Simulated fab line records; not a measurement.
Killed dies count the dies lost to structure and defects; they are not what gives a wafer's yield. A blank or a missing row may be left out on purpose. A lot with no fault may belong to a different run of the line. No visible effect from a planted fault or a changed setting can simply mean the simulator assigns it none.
Matching of chambers | flow n5-finfet | N5_BEOL_M1_DESCUM_33 on rie-diel-01 has 4 sister chambers
The step chemistry O2, time 7 s. 8 wafers are shown with their chamber, then 9 later ones without.

## WAFERS PAIRED WITH THEIR CHAMBERS
wafer  | chamber | showerhead-plenum-p-Torr (Torr) | drypump-motor-current-A (A)
L077.5 | 3       | 2.16                            | 5.7
L078.1 | 0       | 2.22                            | 5.4
L084.1 | 3       | 2.15                            | 5.7
L084.2 | 0       | 2.22                            | 5.3
L084.3 | 2       | 2.09                            | 5.4
L087.1 | 1       | 2.06                            | 6.0
L087.5 | 1       | 2.06                            | 6.0
L087.6 | 2       | 2.08                            | 5.4

## WAFERS MISSING THEIR CHAMBER
wafer  | showerhead-plenum-p-Torr (Torr) | drypump-motor-current-A (A)
L088.2 | 2.05                            | 6.0
L088.3 | 2.21                            | 5.4
L088.5 | 2.08                            | 5.4
L089.2 | 2.05                            | 6.0
L089.5 | 2.21                            | 5.3
L089.6 | 2.15                            | 5.7
L093.2 | 2.05                            | 5.9
L093.5 | 2.21                            | 5.3
L093.6 | 2.05                            | 5.9

## THE CHAMBER EACH PASSED THROUGH
wafer  | from the rows above | in truth
L088.2 | 1                   | 1
L088.3 | 0                   | 0
L088.5 | 2                   | 2
L089.2 | 1                   | 1
L089.5 | 0                   | 0
L089.6 | 3                   | 3
L093.2 | 1                   | 1
L093.5 | 0                   | 0
L093.6 | 1                   | 1
Correctly placed: 9 of 9. Not placeable from these rows: 0. Wrongly placed: 0.
How it was worked out, from the rows above alone: a wafer's distance from a chamber is the root of the sum, over the readings, of the square of ((its reading less the chamber's mean) divided by the reading's scatter). The wafer belongs to the nearest chamber; if the next one is less than 2 further off, it can't be placed. Each chamber's mean is taken over the wafers shown for it. How the scatter is found: for the shown wafers, subtract from each reading the mean of its chamber, square and add these, divide the total by (wafers less chambers), then take the root.
